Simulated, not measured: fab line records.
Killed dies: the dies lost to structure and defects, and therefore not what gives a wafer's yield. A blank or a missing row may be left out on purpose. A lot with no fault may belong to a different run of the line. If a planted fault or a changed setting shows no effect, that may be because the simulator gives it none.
Matching of chambers || flow nand-harc || 4 sister chambers for NHARC_A_CHANNEL_FILL_D2_ALD_02 on ald-hk-03
The step deposits SiO2, target thk 6 nm, pulse time 10 s, ald cycles 60. 8 wafers are shown with their chamber, then 7 later ones without.

== WAFERS PAIRED WITH THEIR CHAMBERS ==
{"wafer": "L362.1", "chamber": 3, "heater-power-w (W)": 517, "precursor-pulse-height-rel": 1.020}
{"wafer": "L361.2", "chamber": 1, "heater-power-w (W)": 419, "precursor-pulse-height-rel": 0.998}
{"wafer": "L361.3", "chamber": 2, "heater-power-w (W)": 511, "precursor-pulse-height-rel": 1.015}
{"wafer": "L366.3", "chamber": 2, "heater-power-w (W)": 530, "precursor-pulse-height-rel": 0.990}
{"wafer": "L366.5", "chamber": 0, "heater-power-w (W)": 455, "precursor-pulse-height-rel": 0.971}
{"wafer": "L366.6", "chamber": 1, "heater-power-w (W)": 421, "precursor-pulse-height-rel": 1.009}
{"wafer": "L372.2", "chamber": 0, "heater-power-w (W)": 415, "precursor-pulse-height-rel": 1.005}
{"wafer": "L372.3", "chamber": 3, "heater-power-w (W)": 513, "precursor-pulse-height-rel": 1.041}

== WAFERS WHOSE CHAMBER IS MISSING ==
{"wafer": "L372.6", "heater-power-w (W)": 435, "precursor-pulse-height-rel": 1.018}
{"wafer": "L374.2", "heater-power-w (W)": 416, "precursor-pulse-height-rel": 1.030}
{"wafer": "L374.3", "heater-power-w (W)": 493, "precursor-pulse-height-rel": 0.969}
{"wafer": "L374.5", "heater-power-w (W)": 498, "precursor-pulse-height-rel": 0.994}
{"wafer": "L381.2", "heater-power-w (W)": 503, "precursor-pulse-height-rel": 1.021}
{"wafer": "L381.3", "heater-power-w (W)": 423, "precursor-pulse-height-rel": 0.977}
{"wafer": "L381.4", "heater-power-w (W)": 513, "precursor-pulse-height-rel": 0.983}

== WHICH CHAMBER EACH WENT THROUGH ==
{"wafer": "L372.6", "from the rows above": "can't be placed: 1 or 0", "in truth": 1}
{"wafer": "L374.2", "from the rows above": "can't be placed: 1 or 0", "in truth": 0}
{"wafer": "L374.3", "from the rows above": "can't be placed: 2 or 0 or 3", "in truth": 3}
{"wafer": "L374.5", "from the rows above": "can't be placed: 2 or 3", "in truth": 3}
{"wafer": "L381.2", "from the rows above": "can't be placed: 3 or 2", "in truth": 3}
{"wafer": "L381.3", "from the rows above": "can't be placed: 0 or 1", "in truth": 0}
{"wafer": "L381.4", "from the rows above": "can't be placed: 2 or 3", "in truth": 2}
Correctly placed: 0 of 7. Not placeable from these rows: 7 (in 7, the candidates include the true chamber). Wrongly placed: 0.
How it was worked out, from the rows above alone: a wafer's distance from a chamber is the root of the sum, over the readings, of the square of ((its reading less the chamber's mean) divided by the reading's scatter). If the next closest chamber is less than 2 further off than the closest, the wafer can't be placed; otherwise it belongs to the closest. Each chamber's mean is taken over the wafers shown for it. The scatter: take each reading less its chamber's mean, square it, sum over the shown wafers, divide by the number of wafers less the number of chambers, and take the root.
